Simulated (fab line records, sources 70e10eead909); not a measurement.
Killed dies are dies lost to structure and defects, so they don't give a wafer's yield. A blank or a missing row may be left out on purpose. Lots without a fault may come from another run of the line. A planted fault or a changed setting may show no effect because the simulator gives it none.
A struck lot beside a sound one | flow nand_harc | 15 steps out of a route of 1302
Sound: wafers L224.2, L224.3, L224.6. Struck: wafers L230.1, L230.5. (L230.2 of the same lot was not struck and is left out.) The cause comes at the end.
At each step with rows: each side's tool, then ch and its chambers, then its first start. Under that, the readings that differ: sound wafers | struck wafers | difference of the means | sigmas: that difference in standard deviations of wafers without a fault.
alike: readings whose means differ by less than 2 such deviations, and words and numbers that are the same on both sides. not compared: withheld readings, readings that some wafer has no value for, bounds like >300 that may hide the same value, and numbers for which the record gives no deviation and whose values overlap.
The two part at a step that has a row with sigmas, a row that says differs or no value, or rows on one side only. Numbers that don't overlap but have no deviation are shown without sigmas and don't part them. A reading that every wafer of one side lacks parts them only if that side has two wafers or more.

first, 4 steps without rows for these wafers: NHARC_P_M2_EBR_05; NHARC_P_M2_EXPOSE_06 (exposes mask P M2, target cd 170 nm); NHARC_P_M2_PEB_07 (peb time 65 s); NHARC_P_M2_DEVELOP_08 (develop time 35 s).
NHARC_P_M2_CD_MEAS_09: target cd 170 nm.
  sound on cd_sem-01 ch 0, day 7 02:53; struck on cd_sem-03 ch 0, day 9 23:46
  alike: cd_nm
NHARC_P_M2_OVL_MEAS_10: pitch 340 nm.
  sound on overlay-01, day 7 02:58; struck on overlay-01, day 9 23:51
  alike: overlay_x_nm, overlay_y_nm
NHARC_P_M2_INSPECT_11:
  sound on defect_inspect-02, day 7 03:01; struck on defect_inspect-02, day 9 23:53
  alike: raw_defect_count
NHARC_P_M2_DESCUM_14: chemistry O2, time 3 s.
  sound on rie_diel-03 ch 1,2,3, day 7 03:05; struck on rie_diel-03 ch 0,1, day 9 23:56
  reading               | sound             | struck      | difference | sigmas
  oes_product_au (a.u.) | 1.001 0.989 0.985 | 1.016 1.015 | +0.024     | +2
  alike: drypump_motor_current_A, rf_vpp_V, showerhead_plenum_p_Torr, throttle_valve_pct
  not compared: rf_hours_counter_h
NHARC_P_M2_ETCH_35: etches the open film in N2/H2, target depth 40 nm, overetch 12 nm, time 43.94 s.
  sound on rie_diel-03 ch 0,1, day 7 03:09; struck on rie_diel-03 ch 1, day 10 00:02
  alike: drypump_motor_current_A, oes_product_au, rf_vpp_V, showerhead_plenum_p_Torr, throttle_valve_pct
  not compared: rf_hours_counter_h
NHARC_P_M2_ETCH_15: etches the open film in C4F8/Ar, target depth 182.5 nm, time 91.2 s.
  sound on rie_diel-03 ch 0,1,2; struck on rie_diel-03 ch 0,1
  alike: oes_product_au, rf_vpp_V
  not compared: rf_hours_counter_h
NHARC_P_M2_CD_MEAS_16:
  sound on cd_sem-02, day 7 03:22; struck on cd_sem-03, day 10 00:14
  alike: cd_nm
NHARC_P_M2_STRIP_18: strips in N2/H2.
  sound on rie_diel-07 ch 0,1,2, day 7 03:28; struck on rie_diel-01 ch 2, day 10 00:19
  reading                         | sound          | struck    | difference | sigmas
  showerhead_plenum_p_Torr (Torr) | 2.11 2.13 2.16 | 1.91 1.91 | -0.22      | -3
  alike: drypump_motor_current_A, oes_product_au, rf_vpp_V, throttle_valve_pct
  not compared: rf_hours_counter_h
NHARC_P_M2_ETCH_28: etches the open film in CF4/N2, target depth 30 nm, time 72.99 s.
  sound on rie_diel-07 ch 2,3, day 7 03:41; struck on rie_diel-01 ch 2, day 10 00:34
  reading                         | sound             | struck      | difference | sigmas
  oes_product_au (a.u.)           | 1.000 0.985 0.987 | 0.868 0.870 | -0.122     | -12
  showerhead_plenum_p_Torr (Torr) | 2.81 2.70 2.70    | 2.47 2.47   | -0.27      | -3
  alike: drypump_motor_current_A, rf_vpp_V, throttle_valve_pct
  not compared: rf_hours_counter_h
then, 1 step without rows for these wafers: NHARC_P_M2_STRIP_19 (strips in post etch residue remover, time 600 s).
-- the record jumps here: 19 days lie between the struck wafers' starts before and after (it left off in module P_M2 and takes up again in module END, whose first step shown is number 1302 of the route) --
NHARC_END_SORT_01:
  sound on prober-02 ch 0, day 25 17:53; struck on prober-01 ch 0, day 28 14:25
  reading                  | sound          | struck    | difference | sigmas
  defect_limited_yield (%) | 92.2 93.6 93.5 | 84.9 85.7 | -7.8       | -3
  killed_at_array          | 42 39 30       | 90 80     | +48        | +3
  killed_dies              | 53 43 44       | 102 97    | +53        | +3
  alike: killed_at_other, killed_at_periphery, killed_open, killed_short

WHERE THEY PART
First at NHARC_P_M2_DESCUM_14; last, within this record, at NHARC_END_SORT_01.

WHY: what the simulator had put in
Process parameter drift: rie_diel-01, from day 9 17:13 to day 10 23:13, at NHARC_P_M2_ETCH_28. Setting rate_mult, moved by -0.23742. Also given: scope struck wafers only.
